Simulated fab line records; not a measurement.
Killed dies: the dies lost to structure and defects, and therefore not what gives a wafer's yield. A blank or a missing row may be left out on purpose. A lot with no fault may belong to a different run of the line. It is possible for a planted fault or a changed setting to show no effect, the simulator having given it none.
fab line records -- flow n5Finfet -- part 1 of 2: steps 1 to 3 of 6
[record] lots = 23, wafers = 69, lastDay = 18
route steps=1938 shown BEOL_M2@865
lots untouched by any fault: they come from a run of this same line in which no faults occurred
startH: the number of hours between the record's first day and the start of the first shown wafer of the lot -- waitH: hours from the lot's prior step to this one -- " identical to the entry in the row above -- L1.1+2: one row covering several wafers at once -- - no value present, or no start provided -- * or withheld: withheld -- < > ~ a bound
route shown NAME@n: names a module that has steps shown in the file, with the first one's number in the route -- usual: average and standard deviation across the fault-free wafers -- same: alike in all rows -- chamber/n: place in a boat -- sites: the reading at each site -- _std_site: the values' standard deviation -- _edge_site: mean of outer sites minus mean of inner sites -- radiusMm: how far each site lies from the wafer's centre -- mask NAME#n: copy n -- behind: the tool/chamber that last shaped the wafer -- hold: cause of the lot's hold/its duration in hours/its outcome -- device: which transistor (n, p or np) failed to switch -- end of line: the tests these same wafers got at the end of their route -- a step with no rows: only its recipe -- killed: count of dies lost to structure and defects at first sort (not the wafer's yield) -- map: shows each die of a wafer: x if killed, . if not, _ if none is there
set.NAME: the setting as run; set.NAME@STEP: as run at that earlier step -- model.NAME: the simulator's own value behind a step, which no gauge read
the route's steps for a sample of lots (tables are steps, rows are wafers)
services: a tool's chamber out of use, with start hour (startH, from the record's first day; less than 0 if before it), hours out, and reason
[[steps]]
[step N5_BEOL_M2_STRIP_19]
[recipe] chemistry = O2, powerW = 400, tempC = 40, pressureMtorr = 30, rfFrequencyHz = 6e+07, biasPowerW = 0, overashFraction = 0.2, o2FlowSccm = 225
[usual] drypumpMotorCurrentA = 5.9/0.32, oesProductAu = 0.82/0.098, rfVppV = 3.7/0.49, showerheadPlenumPTorr = 2.05/0.046, throttleValvePct = 16.67/0.25
lot.wafer,tool,chamber,startH,waitH,drypumpMotorCurrentA,oesProductAu,rfHoursCounterH,rfVppV,showerheadPlenumPTorr,throttleValvePct
L074.1,rieDiel-06,3,130.03,0.1,6.2,0.77,151,3.5,2.02,16.73
L074.2,rieDiel-06,0,130.03,0.1,5.8,1.01,0,4.1,2.06,16.49
L074.6,rieDiel-06,0,130.03,0.1,5.8,1.02,-,4.0,2.06,16.49
L075.1,rieDiel-06,1,140.40,0.1,6.0,0.76,153,4.0,2.10,16.85
L075.4,rieDiel-06,3,140.40,0.1,6.2,0.77,-,3.5,2.01,16.75
L075.5,rieDiel-06,0,140.40,0.1,5.8,0.99,-,3.4,2.06,16.49
L076.1,rieDiel-02,3,143.76,0.2,6.1,0.72,183,3.4,1.99,17.13
L076.2,rieDiel-02,1,143.76,0.2,5.0,0.72,173,3.6,2.00,16.61
L076.4,rieDiel-02,0,143.76,0.2,5.9,0.71,201,3.0,2.00,16.87
L078.3,rieDiel-06,2,148.28,0.1,5.9,1.01,0,3.5,2.07,16.23
L078.5,rieDiel-06,0,148.28,0.1,5.8,0.96,-,4.1,2.06,16.49
L078.6,rieDiel-06,1,148.28,0.1,6.0,0.75,-,3.8,2.09,16.84
L077.2,rieDiel-06,0,155.04,0.1,5.7,0.96,11,3.7,2.06,16.52
L077.5,rieDiel-06,1,155.04,0.1,6.0,0.74,-,3.4,2.09,16.86
L077.6,rieDiel-06,2,155.04,0.1,5.9,0.99,-,3.6,2.07,16.23
L080.3,rieDiel-06,1,178.27,0.1,6.0,0.75,170,3.5,2.09,16.89
L080.5,rieDiel-06,2,178.27,0.1,5.9,0.96,-,3.1,2.07,16.27
L080.6,rieDiel-06,1,178.27,0.1,6.0,0.75,-,3.4,2.09,16.87
L081.1,rieDiel-06,0,182.66,0.1,5.8,0.92,23,4.2,2.05,16.52
L081.3,rieDiel-06,3,182.66,0.1,6.2,0.76,163,3.4,2.01,16.76
L081.5,rieDiel-06,0,182.66,0.1,5.8,0.93,-,3.8,2.05,16.56
L082.1,rieDiel-06,1,183.62,0.1,6.0,0.74,171,3.2,2.09,16.86
L082.4,rieDiel-06,2,183.62,0.1,5.9,0.95,14,3.6,2.07,16.26
L082.5,rieDiel-06,3,183.62,0.1,6.1,0.76,-,3.3,2.01,16.76
L084.2,rieDiel-06,2,189.65,0.1,5.9,0.95,17,3.6,2.07,16.27
L084.3,rieDiel-06,0,189.65,0.1,5.8,0.93,26,3.9,2.05,16.55
L084.6,rieDiel-06,1,189.65,0.1,6.0,0.74,-,2.9,2.09,16.89
L083.2,rieDiel-02,3,191.62,0.2,6.1,0.71,200,4.2,1.99,17.17
L083.5,rieDiel-02,3,191.62,0.2,6.1,0.71,-,4.1,1.99,17.16
L083.6,rieDiel-02,0,191.62,0.2,5.9,0.70,-,3.1,1.99,16.92
L085.1,rieDiel-05,3,196.37,0.1,5.8,0.71,224,4.5,2.06,16.73
L085.5,rieDiel-05,2,196.37,0.1,6.2,0.93,-,3.6,2.14,16.60
L085.6,rieDiel-05,3,196.37,0.1,5.7,0.71,-,4.4,2.06,16.73
L086.1,rieDiel-05,0,200.31,0.1,5.6,0.85,68,4.1,2.03,16.48
L086.2,rieDiel-05,3,200.31,0.1,5.8,0.71,226,4.1,2.06,16.72
L086.3,rieDiel-05,2,200.31,0.1,6.2,0.91,12,3.5,2.14,16.57
L087.1,rieDiel-06,1,206.15,0.1,6.0,0.73,179,3.2,2.09,16.88
L087.3,rieDiel-06,0,206.15,0.1,5.8,0.91,31,4.0,2.05,16.54
L087.5,rieDiel-06,1,206.15,0.1,6.0,0.73,-,4.4,2.09,16.89
L088.2,rieDiel-02,3,224.94,0.1,6.1,0.70,213,4.1,1.98,17.19
L088.3,rieDiel-02,0,224.94,0.1,5.9,0.70,231,3.3,1.99,16.91
L088.5,rieDiel-02,0,224.94,0.1,5.9,0.70,-,3.7,1.99,16.93
L089.1,rieDiel-05,1,225.42,0.1,5.1,0.91,37,3.9,2.04,16.37
L089.2,rieDiel-05,2,225.42,0.1,6.2,0.90,21,3.3,2.13,16.61
L089.5,rieDiel-05,1,225.42,0.1,5.1,0.91,-,3.3,2.04,16.41
L090.3,rieDiel-06,3,230.34,0.1,6.2,0.75,180,3.9,2.00,16.78
L090.5,rieDiel-06,0,230.34,0.1,5.8,0.89,-,3.0,2.05,16.57
L090.6,rieDiel-06,3,230.34,0.1,6.2,0.74,-,4.1,2.00,16.79
L091.2,rieDiel-06,1,230.61,0.1,6.0,0.73,188,3.2,2.08,16.91
L091.4,rieDiel-06,0,230.61,0.1,5.8,0.90,40,2.5,2.05,16.58
L091.5,rieDiel-06,0,230.61,0.1,5.8,0.89,-,3.8,2.05,16.55
L092.2,rieDiel-06,0,249.33,0.2,5.7,0.89,45,2.9,2.05,16.56
L092.3,rieDiel-06,3,249.33,0.2,6.2,0.74,186,3.8,2.00,16.80
L092.5,rieDiel-06,2,249.33,0.2,5.9,0.91,-,3.6,2.06,16.30
L093.1,rieDiel-05,2,252.65,0.1,6.2,0.88,32,4.4,2.13,16.62
L093.3,rieDiel-05,1,252.65,0.1,5.1,0.89,49,4.6,2.04,16.39
L093.6,rieDiel-05,1,252.65,0.1,5.1,0.89,-,3.6,2.04,16.40
L095.3,rieDiel-05,0,261.76,0.2,5.6,0.82,85,3.5,2.02,16.51
L095.4,rieDiel-05,2,261.76,0.2,6.2,0.88,-,3.8,2.13,16.63
L095.5,rieDiel-05,1,261.76,0.2,5.1,0.88,-,3.6,2.03,16.42
L094.2,rieDiel-05,2,261.99,0.2,6.2,0.87,37,3.4,2.13,16.63
L094.3,rieDiel-05,1,261.99,0.2,5.1,0.89,53,3.1,2.03,16.42
L094.5,rieDiel-05,2,261.99,0.2,6.2,0.88,-,3.3,2.13,16.61
L097.1,rieDiel-06,1,277.58,0.1,6.0,0.72,200,4.3,2.08,16.92
L097.2,rieDiel-06,3,277.58,0.1,6.1,0.72,197,3.3,2.00,16.81
L097.3,rieDiel-06,2,277.58,0.1,5.9,0.89,47,3.5,2.05,16.33
L096.3,rieDiel-06,3,282.54,0.1,6.2,0.73,199,3.4,2.00,16.82
L096.4,rieDiel-06,3,282.54,0.1,6.1,0.73,-,3.8,2.00,16.81
L096.5,rieDiel-06,2,282.54,0.1,5.9,0.88,-,3.2,2.05,16.33
[step N5_BEOL_M2_DESCUM_33]
[recipe] chemistry = O2, timeS = 7, sourcePowerW = 50, biasPowerW = 20, pressureMtorr = 20, rfFrequencyHz = 2.712e+07, tempC = 40, resist = CAR-EUV, o2FlowSccm = 225
[usual] drypumpMotorCurrentA = 5.8/0.4, oesProductAu = 0.78/0.089, rfVppV = 242.4/1.2, showerheadPlenumPTorr = 2.04/0.061, throttleValvePct = 20.52/0.27
lot.wafer,tool,chamber,startH,waitH,drypumpMotorCurrentA,oesProductAu,rfHoursCounterH,rfVppV,showerheadPlenumPTorr,throttleValvePct
L074.1,rieDiel-05,1,130.54,0.0,5.1,1.01,1,243.5,2.05,20.09
L074.2,rieDiel-05,0,130.54,0.0,5.6,0.87,45,241.0,2.03,20.23
L074.6,rieDiel-05,2,130.54,0.0,6.2,0.68,-,244.4,2.14,20.73
L075.1,rieDiel-02,0,141.04,0.0,5.9,0.71,199,241.8,1.99,20.64
L075.4,rieDiel-02,1,141.04,0.0,5.0,0.73,-,240.9,1.99,20.34
L075.5,rieDiel-02,0,141.04,0.0,5.9,0.72,-,241.1,1.99,20.63
L076.1,rieDiel-06,0,144.27,0.0,5.8,0.98,6,244.1,2.06,20.31
L076.2,rieDiel-06,1,144.27,0.0,5.9,0.75,155,243.9,2.09,20.61
L076.4,rieDiel-06,0,144.27,0.0,5.8,0.97,-,243.3,2.06,20.29
L078.3,rieDiel-02,0,148.92,0.0,5.9,0.70,203,240.9,1.99,20.66
L078.5,rieDiel-02,3,148.92,0.0,6.1,0.72,-,240.6,1.99,20.90
L078.6,rieDiel-02,2,148.92,0.0,6.2,0.75,-,243.6,2.18,20.89
L077.2,rieDiel-02,3,155.55,0.0,6.1,0.72,187,242.1,1.99,20.90
L077.5,rieDiel-02,3,155.55,0.0,6.1,0.72,-,241.8,1.99,20.89
L077.6,rieDiel-02,2,155.55,0.0,6.2,0.75,-,245.0,2.18,20.88
L080.3,rieDiel-05,2,178.96,0.0,6.2,0.95,3,243.1,2.13,20.36
L080.5,rieDiel-05,2,178.96,0.0,6.2,0.94,-,242.2,2.13,20.37
L080.6,rieDiel-05,3,178.96,0.0,5.7,0.72,-,243.6,2.06,20.39
L081.1,rieDiel-02,1,183.31,0.0,5.0,0.72,188,241.8,1.99,20.37
L081.3,rieDiel-02,3,183.31,0.0,6.1,0.71,197,241.1,1.98,20.92
L081.5,rieDiel-02,0,183.31,0.0,5.9,0.71,-,240.9,1.99,20.64
L082.1,rieDiel-02,1,184.26,0.0,5.0,0.71,188,241.9,1.99,20.37
L082.4,rieDiel-02,3,184.26,0.0,6.1,0.71,-,242.4,1.98,20.92
L082.5,rieDiel-02,1,184.26,0.0,5.0,0.72,-,242.3,1.99,20.37
L084.2,rieDiel-02,2,190.46,0.3,6.2,0.74,186,243.6,2.17,20.91
L084.3,rieDiel-02,3,190.46,0.3,6.1,0.71,200,241.3,1.98,20.91
L084.6,rieDiel-02,0,190.46,0.3,5.9,0.70,-,241.9,1.99,20.66
L083.2,rieDiel-02,0,192.34,0.2,5.9,0.70,218,239.9,1.99,20.66
L083.5,rieDiel-02,2,192.34,0.2,6.2,0.74,-,243.8,2.17,20.93
L083.6,rieDiel-02,3,192.34,0.2,6.1,0.71,-,241.7,1.98,20.90
L085.1,rieDiel-06,1,197.01,0.0,6.0,0.73,176,243.3,2.08,20.64
L085.5,rieDiel-06,1,197.01,0.0,6.0,0.73,-,243.8,2.08,20.64
L085.6,rieDiel-06,0,197.01,0.0,5.8,0.90,-,242.4,2.05,20.32
L086.1,rieDiel-06,2,200.86,0.1,5.9,0.93,20,243.3,2.06,20.08
L086.2,rieDiel-06,0,200.86,0.1,5.8,0.90,30,241.9,2.05,20.33
L086.3,rieDiel-06,3,200.86,0.1,6.2,0.75,169,243.5,2.00,20.54
L087.1,rieDiel-02,0,206.79,0.0,5.9,0.71,224,240.5,1.99,20.66
L087.3,rieDiel-02,1,206.79,0.0,5.0,0.72,193,241.3,1.99,20.38
L087.5,rieDiel-02,2,206.79,0.0,6.2,0.74,-,244.1,2.17,20.92
L088.2,rieDiel-05,1,225.58,0.0,5.1,0.91,38,242.3,2.04,20.13
L088.3,rieDiel-05,2,225.58,0.0,6.2,0.89,21,243.5,2.13,20.41
L088.5,rieDiel-05,1,225.58,0.0,5.1,0.90,-,243.4,2.04,20.14
L089.1,rieDiel-05,3,226.22,0.3,5.7,0.70,236,243.3,2.05,20.42
L089.2,rieDiel-05,1,226.22,0.3,5.1,0.91,38,243.1,2.04,20.14
L089.5,rieDiel-05,3,226.22,0.3,5.7,0.70,-,242.9,2.05,20.42
L090.3,rieDiel-05,3,230.92,0.1,5.7,0.71,238,244.4,2.05,20.43
L090.5,rieDiel-05,1,230.92,0.1,5.1,0.92,-,241.7,2.03,20.16
L090.6,rieDiel-05,0,230.92,0.1,5.7,0.84,-,243.7,2.02,20.26
L091.2,rieDiel-05,2,231.12,0.0,6.3,0.90,24,243.6,2.13,20.40
L091.4,rieDiel-05,0,231.12,0.0,5.7,0.83,79,242.7,2.02,20.25
L091.5,rieDiel-05,3,231.12,0.0,5.7,0.71,-,242.9,2.05,20.44
L092.2,rieDiel-05,2,249.87,0.1,6.3,0.87,31,242.6,2.12,20.41
L092.3,rieDiel-05,3,249.87,0.1,5.7,0.70,245,242.8,2.05,20.44
L092.5,rieDiel-05,3,249.87,0.1,5.7,0.70,-,243.3,2.05,20.45
L093.1,rieDiel-06,3,253.17,0.0,6.2,0.73,188,241.1,2.00,20.55
L093.3,rieDiel-06,2,253.17,0.0,5.9,0.91,38,242.1,2.05,20.09
L093.6,rieDiel-06,2,253.17,0.0,5.9,0.90,-,241.4,2.05,20.10
L095.3,rieDiel-02,1,262.36,0.1,5.0,0.70,214,242.5,1.98,20.42
L095.4,rieDiel-02,0,262.36,0.1,5.9,0.69,244,240.4,1.98,20.71
L095.5,rieDiel-02,0,262.36,0.1,5.9,0.69,-,241.9,1.98,20.72
L094.2,rieDiel-02,0,262.60,0.1,5.9,0.68,244,239.8,1.98,20.69
L094.3,rieDiel-02,2,262.60,0.1,6.2,0.72,213,244.6,2.16,20.96
L094.5,rieDiel-02,3,262.60,0.1,6.1,0.70,-,242.0,1.97,20.96
L097.1,rieDiel-06,2,278.09,0.0,5.9,0.89,48,243.8,2.05,20.12
L097.2,rieDiel-06,3,278.09,0.0,6.1,0.74,197,242.4,1.99,20.57
L097.3,rieDiel-06,1,278.09,0.0,6.0,0.72,200,242.5,2.08,20.68
L096.3,rieDiel-05,0,283.06,0.0,5.7,0.82,95,242.9,2.02,20.30
L096.4,rieDiel-05,2,283.06,0.0,6.2,0.86,-,243.5,2.12,20.44
L096.5,rieDiel-05,1,283.06,0.0,5.1,0.88,-,242.7,2.03,20.19
[step N5_BEOL_M2_STRIP_36]
[recipe] chemistry = N2/H2, powerW = 450, tempC = 40, pressureMtorr = 20, rfFrequencyHz = 6e+07, overashFraction = 0.3, biasPowerW = 7, h2Frac = 0.5, n2FlowSccm = 200, h2FlowSccm = 200
[usual] drypumpMotorCurrentA = 5.8/0.39, oesProductAu = 0.79/0.096, powerW = 450.0/1.3, rfVppV = 58.8/1.3, showerheadPlenumPTorr = 2.49/0.074, throttleValvePct = 23.75/0.29
lot.wafer,tool,chamber,startH,waitH,drypumpMotorCurrentA,oesProductAu,powerW,rfHoursCounterH,rfVppV,showerheadPlenumPTorr,throttleValvePct
L074.1,rieDiel-05,0,139.08,0.0,5.7,0.88,451.2,49,58.1,2.48,23.49
L074.2,rieDiel-05,2,139.08,0.0,6.2,0.68,452.1,245,58.7,2.60,23.89
L074.6,rieDiel-05,1,139.08,0.0,5.1,1.00,451.2,-,58.4,2.51,23.60
L075.1,rieDiel-02,3,145.84,0.0,6.1,0.73,448.3,183,60.4,2.43,24.14
L075.4,rieDiel-02,2,145.84,0.0,6.2,0.75,450.2,171,57.2,2.64,24.02
L075.5,rieDiel-02,0,145.84,0.0,5.9,0.71,449.9,-,57.4,2.41,23.90
L076.1,rieDiel-05,0,146.32,0.0,5.6,0.86,450.1,52,58.1,2.48,23.46
L076.2,rieDiel-05,3,146.32,0.0,5.7,0.72,447.5,207,59.3,2.51,23.63
L076.4,rieDiel-05,2,146.32,0.0,6.2,0.67,448.9,247,60.8,2.60,23.90
L078.3,rieDiel-02,0,150.81,0.0,5.9,0.72,448.6,203,57.4,2.41,23.90
L078.5,rieDiel-02,0,150.81,0.0,5.9,0.70,450.1,-,55.4,2.41,23.89
L078.6,rieDiel-02,3,150.81,0.0,6.1,0.72,450.1,-,58.6,2.43,24.12
L077.2,rieDiel-06,2,159.24,0.0,5.9,0.96,450.0,5,58.7,2.48,23.05
L077.5,rieDiel-06,0,159.24,0.0,5.8,0.96,451.4,-,59.3,2.49,23.47
L077.6,rieDiel-06,1,159.24,0.0,6.0,0.76,448.0,-,59.7,2.54,24.20
L080.3,rieDiel-06,1,181.49,0.0,5.9,0.74,448.1,171,58.7,2.54,24.23
L080.5,rieDiel-06,1,181.49,0.0,6.0,0.74,450.0,-,57.6,2.54,24.20
L080.6,rieDiel-06,0,181.49,0.0,5.8,0.93,451.3,-,59.1,2.48,23.48
L081.1,rieDiel-02,3,194.30,0.0,6.1,0.71,449.8,201,59.2,2.42,24.12
L081.3,rieDiel-02,2,194.30,0.0,6.2,0.75,451.3,188,57.0,2.63,24.04
L081.5,rieDiel-02,0,194.30,0.0,5.9,0.70,450.8,-,57.8,2.40,23.90
L082.1,rieDiel-05,1,194.38,0.0,5.1,0.94,451.0,26,58.5,2.50,23.58
L082.4,rieDiel-05,3,194.38,0.0,5.7,0.70,450.5,224,58.3,2.50,23.63
L082.5,rieDiel-05,1,194.38,0.0,5.1,0.93,451.0,-,60.9,2.50,23.60
L084.2,rieDiel-06,1,194.38,0.0,6.0,0.74,450.1,175,59.2,2.54,24.21
L084.3,rieDiel-06,2,194.38,0.0,5.9,0.95,448.1,19,58.9,2.48,23.05
L084.6,rieDiel-06,3,194.38,0.0,6.2,0.76,448.3,-,59.2,2.43,23.67
L083.2,rieDiel-02,2,194.87,0.0,6.2,0.74,449.3,189,57.5,2.63,24.03
L083.5,rieDiel-02,0,194.87,0.0,5.9,0.70,449.0,-,57.3,2.40,23.91
L083.6,rieDiel-02,2,194.87,0.0,6.1,0.74,449.6,-,60.7,2.63,24.00
L085.1,rieDiel-02,2,199.21,0.0,6.1,0.75,449.4,190,56.6,2.63,24.02
L085.5,rieDiel-02,0,199.21,0.0,5.9,0.72,452.9,-,58.8,2.40,23.92
L085.6,rieDiel-02,2,199.21,0.0,6.2,0.74,448.2,-,58.1,2.63,24.05
L086.1,rieDiel-05,3,201.31,0.0,5.7,0.71,449.4,226,59.0,2.50,23.60
L086.2,rieDiel-05,1,201.31,0.0,5.1,0.93,450.7,29,60.1,2.50,23.61
L086.3,rieDiel-05,0,201.31,0.0,5.6,0.84,452.6,68,56.8,2.47,23.48
L087.1,rieDiel-05,0,208.01,0.0,5.7,0.84,449.5,71,57.7,2.47,23.49
L087.3,rieDiel-05,2,208.01,0.0,6.2,0.91,450.8,14,57.1,2.59,23.62
L087.5,rieDiel-05,3,208.01,0.0,5.7,0.71,450.5,-,58.1,2.50,23.64
L089.1,rieDiel-05,0,236.61,0.0,5.6,0.82,450.5,81,59.6,2.47,23.52
L089.2,rieDiel-05,2,236.61,0.0,6.3,0.89,451.5,25,60.5,2.59,23.62
L089.5,rieDiel-05,2,236.61,0.0,6.2,0.91,450.9,-,59.6,2.59,23.64
L088.2,rieDiel-06,3,236.63,0.0,6.2,0.74,449.2,182,59.6,2.43,23.69
L088.3,rieDiel-06,2,236.63,0.0,5.9,0.91,448.8,32,58.3,2.47,23.08
L088.5,rieDiel-06,2,236.63,0.0,5.9,0.91,451.1,-,58.2,2.47,23.09
L090.3,rieDiel-02,2,242.13,0.0,6.2,0.73,451.4,205,56.1,2.62,24.05
L090.5,rieDiel-02,1,242.13,0.0,5.0,0.69,449.6,-,58.5,2.42,23.67
L090.6,rieDiel-02,2,242.13,0.0,6.1,0.72,451.7,-,58.9,2.62,24.00
L091.2,rieDiel-02,3,247.90,0.0,6.1,0.69,449.1,221,59.2,2.41,24.18
L091.4,rieDiel-02,2,247.90,0.0,6.2,0.72,450.3,207,58.8,2.62,24.05
L091.5,rieDiel-02,1,247.90,0.0,5.0,0.70,452.6,-,60.4,2.42,23.66
L092.2,rieDiel-02,0,250.96,0.0,5.9,0.69,451.0,240,57.8,2.39,23.95
L092.3,rieDiel-02,3,250.96,0.0,6.1,0.68,449.1,222,59.4,2.41,24.14
L092.5,rieDiel-02,0,250.96,0.0,5.9,0.69,451.5,-,56.0,2.39,23.95
L093.1,rieDiel-06,0,253.63,0.0,5.8,0.89,450.4,48,59.4,2.47,23.56
L093.3,rieDiel-06,2,253.63,0.0,5.9,0.91,449.1,39,60.9,2.47,23.07
L093.6,rieDiel-06,2,253.63,0.0,5.9,0.90,449.8,-,56.7,2.47,23.10
L095.3,rieDiel-06,1,262.83,0.0,6.0,0.72,451.2,195,59.8,2.53,24.26
L095.4,rieDiel-06,2,262.83,0.0,5.9,0.89,449.2,43,61.5,2.47,23.13
L095.5,rieDiel-06,3,262.83,0.0,6.2,0.73,452.7,-,58.1,2.42,23.69
L094.2,rieDiel-05,0,263.17,0.0,5.6,0.82,448.3,86,58.4,2.46,23.52
L094.3,rieDiel-05,2,263.17,0.0,6.3,0.86,450.6,38,58.9,2.58,23.66
L094.5,rieDiel-05,1,263.17,0.0,5.1,0.88,449.2,-,59.8,2.49,23.67
L097.1,rieDiel-02,1,281.44,0.0,5.0,0.70,450.1,220,57.4,2.41,23.66
L097.2,rieDiel-02,0,281.44,0.0,5.9,0.69,452.2,251,59.7,2.39,23.95
L097.3,rieDiel-02,2,281.44,0.0,6.2,0.71,451.6,220,60.3,2.62,24.07
L096.3,rieDiel-05,0,284.25,0.0,5.6,0.82,449.7,95,56.8,2.46,23.52
L096.4,rieDiel-05,2,284.25,0.0,6.3,0.86,448.6,-,59.6,2.58,23.66
L096.5,rieDiel-05,0,284.25,0.0,5.6,0.81,449.1,-,56.4,2.46,23.50
